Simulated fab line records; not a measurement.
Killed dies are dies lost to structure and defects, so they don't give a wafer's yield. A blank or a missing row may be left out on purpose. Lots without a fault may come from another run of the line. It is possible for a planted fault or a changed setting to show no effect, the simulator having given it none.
fab line records -- flow nand-harc
record: lots: 14, wafers: 36, last-day: 24
route steps=1159 shown A_M0@1013 A_M1@1036 END@1159
lots that met no fault: taken from a fault-free run of the same line
start-h: start of the lot's first displayed wafer, in hours after the record's first day -- wait-h: hours elapsed since this lot's preceding step -- " same as the row above -- L1.1+2: one row covering several wafers at once -- - value missing, or start not given -- * or withheld: withheld -- < > ~ a bound
route shown NAME@n: a module of which the file shows steps, and the number in the route of the first -- usual: the fault-free wafers' mean and standard deviation -- same: alike in all rows -- chamber/n: place in a boat -- sites: each site's reading -- _std_site: the standard deviation of these -- _edge_site: outer sites' mean less inner sites' -- radius-mm: for every site, how far away it sits from the centre of the wafer -- mask NAME#n: copy n -- behind: the last tool/chamber to shape the wafer -- hold: why the lot was held/for how many hours/how that ended -- device: transistor that didn't switch, given as n, p or np -- end of line: tests run on the same wafers once the route is complete -- a step with no rows: only its recipe -- killed: not the wafer's yield, but the dies lost to structure and defects at the first sort -- map: dies across one wafer; x = killed, . = not, _ = none there
set.NAME: setting as actually run; set.NAME@STEP: the setting as run at that earlier step -- model.NAME: the simulator's own value behind a step, which no gauge read
route steps across a sampled set of lots; one table per step, one row per wafer
services: the hour from which a tool's chamber was out of use, counted from the record's first day as start-h (under 0 if before that day), plus the number of hours and why
== steps ==
step: NHARC_A_M0_DEGAS_28
recipe: temp-c: 250, time-s: 60
usual: heater-power-w: 341/31
lot.wafer,tool,chamber,start-h,wait-h,heater-power-w
L271.4,pvd-sputter-03,-,392.93,-,319
L271.2,pvd-sputter-03,-,392.93,-,365
L271.6,pvd-sputter-03,-,392.93,-,325
L272.1,pvd-sputter-03,-,403.14,-,386
L272.3,pvd-sputter-03,-,403.14,-,351
L272.6,pvd-sputter-03,-,403.14,-,325
L273.1,pvd-sputter-03,-,403.65,-,356
L273.2,pvd-sputter-03,-,403.65,-,393
L273.6,pvd-sputter-03,-,403.65,-,374
L274.2,pvd-sputter-03,-,413.51,-,316
L274.4,pvd-sputter-03,-,413.51,-,363
L274.5,pvd-sputter-03,-,413.51,-,370
L275.1,pvd-sputter-03,-,430.55,-,368
L275.5,pvd-sputter-03,-,430.55,-,385
L275.6,pvd-sputter-03,-,430.55,-,321
L279.4,pvd-sputter-03,-,434.88,-,372
L279.6,pvd-sputter-03,-,434.88,-,317
L279.5,pvd-sputter-03,-,434.88,-,376
L277.2,pvd-sputter-01,-,438.13,-,358
L277.1,pvd-sputter-01,-,438.13,-,295
L277.4,pvd-sputter-01,-,438.13,-,312
L278.4,pvd-sputter-01,-,450.60,-,293
L278.2,pvd-sputter-01,-,450.60,-,356
L278.6,pvd-sputter-01,-,450.60,-,323
L280.2,pvd-sputter-03,-,451.59,-,379
L280.6,pvd-sputter-03,-,451.59,-,368
L280.5,pvd-sputter-03,-,451.59,-,365
L288.6,pvd-sputter-02,-,502.37,-,380
L287.4,pvd-sputter-01,-,502.84,-,350
L289.2,pvd-sputter-02,-,503.39,-,376
L289.4,pvd-sputter-02,-,503.39,-,296
L289.6,pvd-sputter-02,-,503.39,-,343
L283.2,pvd-sputter-01,-,513.23,-,287
L294.4,pvd-sputter-01,-,536.99,-,341
L294.3,pvd-sputter-01,-,536.99,-,287
L294.6,pvd-sputter-01,-,536.99,-,301
step: NHARC_A_M0_PVD_20
recipe: target-thk-a: 50, bias-v: 168.6, power-w: 15000, chamber-pressure-pa: 0.12, time-s: 8.06, substrate-temp-c: 50, material: TaN
usual: cathode-dc-power-W: 15000/2.6, substrate-temp-c: 50.00/0.11, throttle-valve-pct: 30.0/0.92
lot.wafer,tool,chamber,start-h,wait-h,cathode-dc-power-W,substrate-temp-c,throttle-valve-pct
L271.2,pvd-sputter-03,-,-,-,14999,50.14,29.2
L271.4,pvd-sputter-03,-,-,-,15000,49.88,31.6
L271.6,pvd-sputter-03,-,-,-,14995,50.14,29.3
L272.3,pvd-sputter-03,-,-,-,15000,50.15,31.5
L272.1,pvd-sputter-03,-,-,-,15003,49.99,30.9
L272.6,pvd-sputter-03,-,-,-,14998,50.04,31.7
L273.1,pvd-sputter-03,-,-,-,15000,49.87,28.9
L273.2,pvd-sputter-03,-,-,-,15000,49.94,30.8
L273.6,pvd-sputter-03,-,-,-,15002,49.91,31.8
L274.4,pvd-sputter-03,-,-,-,15003,49.94,29.8
L274.2,pvd-sputter-03,-,-,-,15000,49.97,31.0
L274.5,pvd-sputter-03,-,-,-,15003,50.16,28.8
L275.1,pvd-sputter-03,-,-,-,15000,49.85,29.9
L275.6,pvd-sputter-03,-,-,-,14999,49.94,29.0
L275.5,pvd-sputter-03,-,-,-,14996,49.98,31.9
L279.4,pvd-sputter-03,-,-,-,14999,49.97,31.7
L279.5,pvd-sputter-03,-,-,-,15001,50.17,29.8
L279.6,pvd-sputter-03,-,-,-,14999,50.03,31.0
L277.4,pvd-sputter-01,-,-,-,15004,50.25,29.8
L277.2,pvd-sputter-01,-,-,-,15001,49.97,29.6
L277.1,pvd-sputter-01,-,-,-,14999,49.90,29.1
L278.4,pvd-sputter-01,-,-,-,14997,50.02,29.1
L278.2,pvd-sputter-01,-,-,-,14996,50.12,29.8
L278.6,pvd-sputter-01,-,-,-,15001,49.91,29.1
L280.2,pvd-sputter-03,-,-,-,15001,49.92,30.9
L280.6,pvd-sputter-03,-,-,-,15001,50.12,29.9
L280.5,pvd-sputter-03,-,-,-,14994,50.07,31.0
L288.6,pvd-sputter-02,-,-,-,15007,50.02,30.4
L287.4,pvd-sputter-01,-,-,-,15000,50.11,29.2
L289.4,pvd-sputter-02,-,-,-,15000,50.02,30.7
L289.2,pvd-sputter-02,-,-,-,14998,49.93,30.7
L289.6,pvd-sputter-02,-,-,-,14998,50.01,30.6
L283.2,pvd-sputter-01,-,-,-,15002,50.01,29.4
L294.3,pvd-sputter-01,-,-,-,15003,49.89,28.8
L294.4,pvd-sputter-01,-,-,-,14999,50.04,28.5
L294.6,pvd-sputter-01,-,-,-,15002,49.93,28.9
step: NHARC_A_M0_DEP_32
recipe: target-thk-a: 300, temp-c: 370, target-thk-nm: 30, pressure-torr: 3, flow-sccm: 200, rf-w: 450, material: SiCN
usual: heater-power-w: 551/79
lot.wafer,tool,chamber,start-h,wait-h,heater-power-w
L271.2,pecvd-03,2,394.80,0.1,469
L271.4,pecvd-03,1,394.80,0.1,619
L271.6,pecvd-03,0,394.80,0.1,569
L272.1,pecvd-02,0,405.15,0.1,581
L272.3,pecvd-02,2,405.15,0.1,513
L272.6,pecvd-02,1,405.15,0.1,666
L273.2,pecvd-03,0,406.00,0.1,573
L273.1,pecvd-03,1,406.00,0.1,541
L273.6,pecvd-03,1,406.00,0.1,555
L274.2,pecvd-03,0,415.47,0.1,648
L274.5,pecvd-03,0,415.47,0.1,639
L274.4,pecvd-03,1,415.47,0.1,530
L275.1,pecvd-03,1,432.40,0.1,523
L275.5,pecvd-03,2,432.40,0.1,432
L275.6,pecvd-03,0,432.40,0.1,627
L279.4,pecvd-02,2,436.80,0.2,505
L279.5,pecvd-02,0,436.80,0.2,539
L279.6,pecvd-02,1,436.80,0.2,595
L277.2,pecvd-02,1,439.97,0.1,645
L277.1,pecvd-02,2,439.97,0.1,416
L277.4,pecvd-02,2,439.97,0.1,427
L278.2,pecvd-04,0,452.38,0.1,469
L278.6,pecvd-04,1,452.38,0.1,578
L278.4,pecvd-04,2,452.38,0.1,703
L280.2,pecvd-02,2,453.56,0.1,486
L280.6,pecvd-02,1,453.56,0.1,584
L280.5,pecvd-02,2,453.56,0.1,499
L288.6,pecvd-02,2,504.30,0.2,507
L287.4,pecvd-02,2,504.76,0.2,516
L289.2,pecvd-04,1,505.31,0.1,544
L289.6,pecvd-04,1,505.31,0.1,543
L289.4,pecvd-04,0,505.31,0.1,496
L283.2,pecvd-02,1,515.04,0.1,584
L294.3,pecvd-03,1,538.80,0.1,589
L294.6,pecvd-03,1,538.80,0.1,592
L294.4,pecvd-03,2,538.80,0.1,408
step: NHARC_A_M1_CD_MEAS_09
recipe: target-cd-nm: 120, landing-energy-ev: 500
usual: cd-nm: 119.9/0.54
lot.wafer,tool,chamber,start-h,wait-h,cd-nm
L271.2,cd-sem-02,0,395.98,-,120.2
L271.4,cd-sem-02,0,395.98,-,119.3
L271.6,cd-sem-02,0,395.98,-,120.3
L272.1,cd-sem-03,0,406.40,-,119.4
L272.3,cd-sem-03,0,406.40,-,121.0
L272.6,cd-sem-03,0,406.40,-,120.9
L273.1,cd-sem-01,0,407.13,-,119.9
L273.2,cd-sem-01,0,407.13,-,120.3
L273.6,cd-sem-01,0,407.13,-,120.7
L274.2,cd-sem-01,0,416.56,-,121.0
L274.4,cd-sem-01,0,416.56,-,119.9
L274.5,cd-sem-01,0,416.56,-,119.5
L275.1,cd-sem-02,0,433.55,-,119.8
L275.5,cd-sem-02,0,433.55,-,120.8
L275.6,cd-sem-02,0,433.55,-,119.9
L279.4,cd-sem-02,0,437.78,-,119.7
L279.5,cd-sem-02,0,437.78,-,119.9
L279.6,cd-sem-02,0,437.78,-,119.0
L277.1,cd-sem-03,0,441.34,-,119.5
L277.2,cd-sem-03,0,441.34,-,119.9
L277.4,cd-sem-03,0,441.34,-,120.1
L278.2,cd-sem-02,0,453.52,-,119.3
L278.4,cd-sem-02,0,453.52,-,119.8
L278.6,cd-sem-02,0,453.52,-,119.9
L280.2,cd-sem-03,0,454.87,-,119.1
L280.5,cd-sem-03,0,454.87,-,119.9
L280.6,cd-sem-03,0,454.87,-,120.1
L288.6,cd-sem-02,0,505.48,-,119.1
L287.4,cd-sem-01,0,505.80,-,119.8
L289.2,cd-sem-01,0,506.57,-,119.4
L289.4,cd-sem-01,0,506.57,-,119.1
L289.6,cd-sem-01,0,506.57,-,120.0
L283.2,cd-sem-02,0,516.08,-,120.5
L294.3,cd-sem-03,0,540.01,-,119.2
L294.4,cd-sem-03,0,540.01,-,119.4
L294.6,cd-sem-03,0,540.01,-,119.9
step: NHARC_A_M1_INSPECT_11
usual: raw-defect-count: 32/11
lot.wafer,tool,chamber,start-h,wait-h,hold,raw-defect-count
L271.2,defect-inspect-02,-,396.10,0.0,-,23
L271.4,defect-inspect-02,-,396.10,0.0,-,25
L271.6,defect-inspect-02,-,396.10,0.0,-,27
L272.1,defect-inspect-02,-,406.52,0.0,-,42
L272.3,defect-inspect-02,-,406.52,0.0,-,39
L272.6,defect-inspect-02,-,406.52,0.0,-,42
L273.1,defect-inspect-01,-,407.25,0.0,-,22
L273.2,defect-inspect-01,-,407.25,0.0,-,17
L273.6,defect-inspect-01,-,407.25,0.0,-,21
L274.2,defect-inspect-02,-,416.68,0.0,-,20
L274.4,defect-inspect-02,-,416.68,0.0,-,31
L274.5,defect-inspect-02,-,416.68,0.0,-,26
L275.1,defect-inspect-02,-,433.67,0.0,-,45
L275.5,defect-inspect-02,-,433.67,0.0,-,47
L275.6,defect-inspect-02,-,433.67,0.0,-,41
L279.4,defect-inspect-01,-,437.90,0.0,-,21
L279.5,defect-inspect-01,-,437.90,0.0,-,27
L279.6,defect-inspect-01,-,437.90,0.0,-,25
L277.1,defect-inspect-01,-,441.47,0.0,-,38
L277.2,defect-inspect-01,-,441.47,0.0,-,33
L277.4,defect-inspect-01,-,441.47,0.0,-,43
L278.2,defect-inspect-01,-,453.65,0.0,-,21
L278.4,defect-inspect-01,-,453.65,0.0,-,34
L278.6,defect-inspect-01,-,453.65,0.0,-,26
L280.2,defect-inspect-01,-,454.99,0.0,-,35
L280.5,defect-inspect-01,-,454.99,0.0,-,32
L280.6,defect-inspect-01,-,454.99,0.0,-,37
L288.6,defect-inspect-01,-,505.60,0.0,await-dispo/0.2h/release,745
L288.6,defect-inspect-01,-,505.77,0.2,-,745
L287.4,defect-inspect-02,-,505.92,0.0,await-dispo/0.2h/release,696
L287.4,defect-inspect-02,-,506.09,0.2,-,688
L289.2,defect-inspect-01,-,506.69,0.0,-,39
L289.4,defect-inspect-01,-,506.69,0.0,-,38
L289.6,defect-inspect-01,-,506.69,0.0,-,42
L283.2,defect-inspect-01,-,516.20,0.0,-,24
L294.3,defect-inspect-01,-,540.13,0.0,-,22
L294.4,defect-inspect-01,-,540.13,0.0,-,27
L294.6,defect-inspect-01,-,540.13,0.0,-,17
step: NHARC_END_SORT_01
recipe: temp-c: 25
usual: killed-at-array: 25/7.8, killed-at-other: 0.6/0.81, killed-at-periphery: 3.3/2.2, killed-dies: 29/8.2, killed-open: 3.5/1.9, killed-short: 1.8/1.3
same: gross-dies: 677
lot.wafer,tool,chamber,start-h,wait-h,killed-at-array,killed-at-other,killed-at-periphery,killed-dies,killed-open,killed-short
L283.2,prober-02,0,544.81,2.8,19,0,2,21,2,2
L287.4,prober-01,0,551.96,3.4,90,1,4,95,5,4
L288.6,prober-02,0,566.32,4.0,84,0,1,85,5,2
killed by level:class
L283.2 A_SLIT:chamber-film-flake=10 A_CONTACT:chamber-film-flake=5 A_CHANNEL_HOLE_D1:chamber-film-flake=2 P_CONTACT:geometric-particle:short=1 P_M0:geometric-particle:short=1 A_CHANNEL_HOLE_D1:geometric-particle:open=1 A_SGD_CUT:geometric-particle:open=1
L287.4 A_M0:unspecified=63 A_SLIT:chamber-film-flake=11 A_CHANNEL_HOLE_D1:chamber-film-flake=5 A_CONTACT:geometric-particle:open=2 A_CONTACT:chamber-film-flake=2 A_M0:chamber-film-flake=2 P_CONTACT:geometric-particle:short=1 P_CONTACT:geometric-particle:open=1
L288.6 A_M0:unspecified=64 A_CHANNEL_HOLE_D1:chamber-film-flake=6 A_ONON_D1:geometric-particle:open=3 A_M0:chamber-film-flake=3 P_M0:geometric-particle:open=1 A_SGD_CUT:geometric-particle:open=1 A_WL_FILL:geometric-particle:short=1 A_CONTACT:geometric-particle:short=1
== services ==
tool,chamber,start-h,hours,kind
pecvd-04,-,376.12,13.0,pm
pvd-sputter-02,-,383.73,4.8,repair
pvd-sputter-01,-,385.01,40.5,repair
pecvd-04,-,390.34,2.2,repair
pvd-sputter-02,-,393.79,10.0,pm
pecvd-02,0,438.09,21.0,repair
pvd-sputter-03,-,458.00,10.0,pm
pecvd-03,-,473.00,13.0,pm
pecvd-03,0,473.00,13.0,vent-cycle
pecvd-03,1,473.00,13.0,vent-cycle
pecvd-03,2,473.00,13.0,vent-cycle
pvd-sputter-01,-,474.85,2.0,repair
pecvd-03,0,486.00,-,clean
pecvd-03,1,486.00,-,clean
pecvd-03,2,486.00,-,clean
pecvd-02,2,507.66,4.1,repair
pvd-sputter-01,-,515.14,10.0,pm
pecvd-02,-,516.20,13.0,pm
pecvd-02,0,516.20,13.0,vent-cycle
pecvd-02,1,516.20,13.0,vent-cycle
pecvd-02,2,516.20,13.0,vent-cycle
pecvd-02,0,529.20,-,clean
pecvd-02,1,529.20,-,clean
pecvd-02,2,529.20,-,clean
== key ==
first-sign: step: NHARC_A_M1_INSPECT_11, reading: visit, direction: added
effect: step: NHARC_A_M1_INSPECT_11, reading: raw-defect-count, direction: up, sigmas: 60, usual: 32, struck: 720
effect: step: NHARC_END_SORT_01, reading: killed-at-array, direction: up, sigmas: 7.9, usual: 25, struck: 87
more-kills-born-at: NHARC_A_M0_DEP_32@pecvd-02: 127
met-at NHARC_A_M0_DEP_32
struck-lots L287,L288
struck-wafers L287.4,L288.6
moved-without-meeting-it L283
not-acting-at NHARC_A_M0_DEGAS_28,NHARC_A_M0_PVD_20,NHARC_A_M1_CD_MEAS_09
onset-between 453.56 504.30
fault: kind: chamber-particle-source, tool: pecvd-02, chamber: 2, onset-h: 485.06, steps: NHARC_A_M0_DEP_32, rate-per-visit-cm2: 1.0852, end-h: 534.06
moved-without-meeting-it: readings of these lots or wafers moved too, though they didn't meet the fault's tool or chamber
